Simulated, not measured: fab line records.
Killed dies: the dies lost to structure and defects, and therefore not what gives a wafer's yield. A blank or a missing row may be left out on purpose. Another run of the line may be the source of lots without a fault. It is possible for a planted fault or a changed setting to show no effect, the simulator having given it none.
Chamber matching    flow nand-harc    ald-hk-03 running NHARC_A_CHANNEL_FILL_D1_ALD_25: 4 sister chambers
The step deposits SiOx, target thk 60 nm, pulse time 10 s, ald cycles 600. 14 wafers are shown with their chamber, then 7 later ones without.

== WAFERS PAIRED WITH THEIR CHAMBERS ==
wafer   chamber  heater-power-w (W)  susceptor-temp-C (C)  precursor-pulse-height-rel
L076.4  2        498                 300.05                1.028
L076.1  0        468                 300.13                1.018
L076.5  1        441                 299.87                1.001
L082.2  2        481                 300.13                1.028
L082.4  1        442                 299.89                1.008
L082.1  0        475                 299.91                1.020
L085.3  1        438                 300.03                0.986
L085.4  3        489                 300.30                1.001
L085.5  0        463                 300.34                1.005
L086.1  1        439                 299.80                1.001
L086.4  2        491                 300.25                0.973
L086.6  0        466                 300.27                1.007
L089.1  0        457                 299.60                1.020
L089.2  2        496                 300.17                1.008

SIGNATURES, as means of the wafers listed above
reading                     chamber 0  chamber 1  chamber 2  chamber 3  scatter within a chamber
heater-power-w              465.80     440.00     491.50     489.00     5.98
susceptor-temp-C            300.0500   299.8975   300.1500   300.3000   0.202
precursor-pulse-height-rel  1.01400    0.99900    1.00925    1.00100    0.0158
Rule: a wafer's distance from a chamber is the root of the sum, over the readings, of the square of ((its reading less the chamber's mean) divided by the reading's scatter). The wafer belongs to the nearest chamber; if the next one is less than 2 further off, it can't be placed. The scatter: the root of (the sum of the squares of (reading less its chamber's mean) over the shown wafers, divided by (wafers less chambers)).

== WAFERS WHOSE CHAMBER IS MISSING ==
wafer   heater-power-w (W)  susceptor-temp-C (C)  precursor-pulse-height-rel
L089.5  464                 300.07                0.995
L091.1  461                 300.11                1.026
L091.3  476                 300.31                0.991
L091.4  495                 299.96                0.984
L094.3  461                 300.04                1.023
L094.4  441                 300.12                0.997
L094.6  434                 300.14                0.995

== EACH ONE'S CHAMBER ==
wafer   from the rows above           in truth
L089.5  0                             0
L091.1  0                             0
L091.3  can't be placed: 3 or 0 or 2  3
L091.4  can't be placed: 2 or 3       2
L094.3  0                             0
L094.4  1                             1
L094.6  1                             1
Correctly placed: 5 of 7. Cannot be placed on the basis of these rows: 2; the candidates contain the true chamber in 2. Number placed wrongly: 0.
